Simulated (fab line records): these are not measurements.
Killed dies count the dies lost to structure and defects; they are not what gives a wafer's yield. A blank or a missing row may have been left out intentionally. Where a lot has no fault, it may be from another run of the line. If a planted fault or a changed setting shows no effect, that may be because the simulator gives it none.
Chamber matching -- flow n5-finfet -- N5_BEOL_M3_CMP_52 on cmp-04: 4 sister chambers
The step polishes, stops on SiOC, t overpolish 6.8 s, target thk 40 nm. 8 wafers are shown with their chamber, then 9 later ones without.

EACH WAFER AND ITS CHAMBER
wafer,chamber,motor-current-A (A),retaining-ring-pressure-frac
L074.4,3,6.2,0.993
L081.5,0,6.1,1.002
L082.2,3,6.7,0.996
L082.5,2,5.7,1.001
L082.6,1,6.0,0.996
L089.3,2,5.9,0.999
L089.4,0,5.9,0.994
L089.6,1,5.9,0.998

WAFERS WITH NO CHAMBER GIVEN
wafer,motor-current-A (A),retaining-ring-pressure-frac
L093.1,5.7,1.003
L093.4,5.8,0.999
L093.5,5.7,1.001
L094.2,5.7,0.994
L094.5,6.5,0.998
L094.6,5.7,1.008
L095.1,6.4,1.006
L095.3,5.7,1.000
L095.4,6.3,1.008

THE CHAMBER EACH PASSED THROUGH
wafer,from the rows above,in truth
L093.1,can't be placed: 2 or 0 or 1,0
L093.4,can't be placed: 2 or 1 or 0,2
L093.5,can't be placed: 2 or 0 or 1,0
L094.2,can't be placed: 1 or 0 or 2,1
L094.5,can't be placed: 3 or 0 or 1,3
L094.6,can't be placed: 2 or 0 or 1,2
L095.1,can't be placed: 0 or 2 or 1 or 3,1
L095.3,can't be placed: 2 or 1 or 0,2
L095.4,can't be placed: 0 or 2 or 1 or 3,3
Correct placement for 0 of the 9. From these rows, 9 cannot be placed; in 9 the true chamber is one of the candidates. 0 placed wrongly.
How it was worked out, from the rows above alone: a wafer's distance from a chamber is the root of the sum, over the readings, of the square of ((its reading less the chamber's mean) divided by the reading's scatter). If the next closest chamber is less than 2 further off than the closest, the wafer can't be placed; otherwise it belongs to the closest. The mean given for a chamber averages the wafers shown for that chamber. How the scatter is found: for the shown wafers, subtract from each reading the mean of its chamber, square and add these, divide the total by (wafers less chambers), then take the root.
